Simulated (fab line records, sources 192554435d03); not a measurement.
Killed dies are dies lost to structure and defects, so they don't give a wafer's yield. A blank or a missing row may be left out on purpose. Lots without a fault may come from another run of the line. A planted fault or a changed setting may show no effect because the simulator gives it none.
Chamber matching | flow n5_finfet | N5_BEOL_M12_DEP_53 on pecvd-04: 3 sister chambers
The step deposits SiCN from 3MS/NH3, target thk 30 nm, time 10.5 s. 6 wafers are shown with their chamber, then 11 later ones without.

WAFERS WITH THEIR CHAMBER
wafer  | chamber | throttle_valve_pct (%) | showerhead_plenum_p_Torr (Torr)
L082.3 | 0       | 19.4                   | 4.146
L082.4 | 2       | 17.7                   | 4.199
L084.2 | 1       | 18.5                   | 4.154
L084.3 | 0       | 19.3                   | 4.143
L084.6 | 1       | 18.2                   | 4.167
L088.1 | 2       | 17.3                   | 4.207

WAFERS WITHOUT THEIR CHAMBER
wafer  | throttle_valve_pct (%) | showerhead_plenum_p_Torr (Torr)
L088.5 | 17.2                   | 4.204
L088.6 | 19.6                   | 4.148
L090.2 | 18.4                   | 4.159
L090.4 | 19.5                   | 4.150
L090.5 | 17.3                   | 4.199
L092.1 | 18.3                   | 4.168
L092.4 | 17.3                   | 4.205
L092.6 | 18.6                   | 4.163
L096.4 | 19.7                   | 4.156
L096.5 | 18.5                   | 4.173
L096.6 | 17.3                   | 4.198

WHICH CHAMBER EACH WENT THROUGH
wafer  | from the rows above | in truth
L088.5 | 2                   | 2
L088.6 | 0                   | 0
L090.2 | 1                   | 1
L090.4 | 0                   | 0
L090.5 | 2                   | 2
L092.1 | 1                   | 1
L092.4 | 2                   | 2
L092.6 | 1                   | 1
L096.4 | 0                   | 0
L096.5 | 1                   | 1
L096.6 | 2                   | 2
Placed correctly: 11 of 11. Can't be placed from these rows: 0. Placed wrongly: 0.
How it was worked out, from the rows above alone: a wafer's distance from a chamber is the root of the sum, over the readings, of the square of ((its reading less the chamber's mean) divided by the reading's scatter). The wafer belongs to the nearest chamber; if the next one is less than 2 further off, it can't be placed. A chamber's mean is the mean of its shown wafers. The scatter: the root of (the sum of the squares of (reading less its chamber's mean) over the shown wafers, divided by (wafers less chambers)).
